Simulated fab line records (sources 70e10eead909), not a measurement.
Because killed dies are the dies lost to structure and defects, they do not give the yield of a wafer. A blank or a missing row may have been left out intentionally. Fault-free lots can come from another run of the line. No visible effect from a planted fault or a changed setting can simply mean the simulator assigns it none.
Chamber matching    flow nand_harc    rie_diel-06 running NHARC_P_CONTACT_ETCH_35: 4 sister chambers
The step etches the open film in CF4, target depth 39 nm, time 65 s. 14 wafers are shown with their chamber, then 7 later ones without.

WAFERS WITH THEIR CHAMBER
wafer   chamber  drypump_motor_current_A (A)  rf_vpp_V (V)  oes_product_au (a.u.)
L266.2  2        5.6                          152.1         0.982
L266.5  3        5.2                          151.7         0.994
L266.6  0        5.8                          149.8         0.991
L269.1  1        6.1                          151.7         1.000
L269.3  2        5.6                          151.3         0.992
L269.4  0        5.8                          150.1         0.983
L270.2  0        5.8                          150.3         0.996
L270.5  0        5.8                          150.7         0.986
L270.6  3        5.2                          154.0         1.003
L272.1  0        5.8                          149.1         0.994
L272.5  0        5.7                          149.9         0.989
L272.6  3        5.1                          152.0         0.996
L271.1  3        5.2                          152.5         0.996
L271.2  1        6.1                          153.1         1.002

SIGNATURES (averages over the wafers above)
reading                  chamber 0  chamber 1  chamber 2  chamber 3  scatter within a chamber
drypump_motor_current_A  5.783      6.100      5.600      5.175      0.0398
rf_vpp_V                 149.983    152.400    151.700    152.550    0.767
oes_product_au           0.98983    1.00100    0.98700    0.99725    0.00466
Rule: for each reading, subtract the chamber's mean from the wafer's reading, divide by that reading's scatter and square the result; add these up over the readings and take the root, which gives the wafer's distance from the chamber. The wafer belongs to the nearest chamber; if the next one is less than 2 further off, it can't be placed. How the scatter is found: for the shown wafers, subtract from each reading the mean of its chamber, square and add these, divide the total by (wafers less chambers), then take the root.

WAFERS WITH NO CHAMBER GIVEN
wafer   drypump_motor_current_A (A)  rf_vpp_V (V)  oes_product_au (a.u.)
L271.5  5.1                          152.2         1.002
L274.2  6.1                          152.4         1.005
L274.5  5.8                          149.5         0.992
L274.6  6.1                          153.0         1.010
L275.3  5.2                          152.8         0.991
L275.4  6.1                          152.1         1.008
L275.6  5.1                          153.6         1.003

EACH ONE'S CHAMBER
wafer   from the rows above  in truth
L271.5  3                    3
L274.2  1                    1
L274.5  0                    0
L274.6  1                    1
L275.3  3                    3
L275.4  1                    1
L275.6  3                    3
Placed correctly: 7 of 7. Number that these rows cannot place: 0. Wrongly placed: 0.
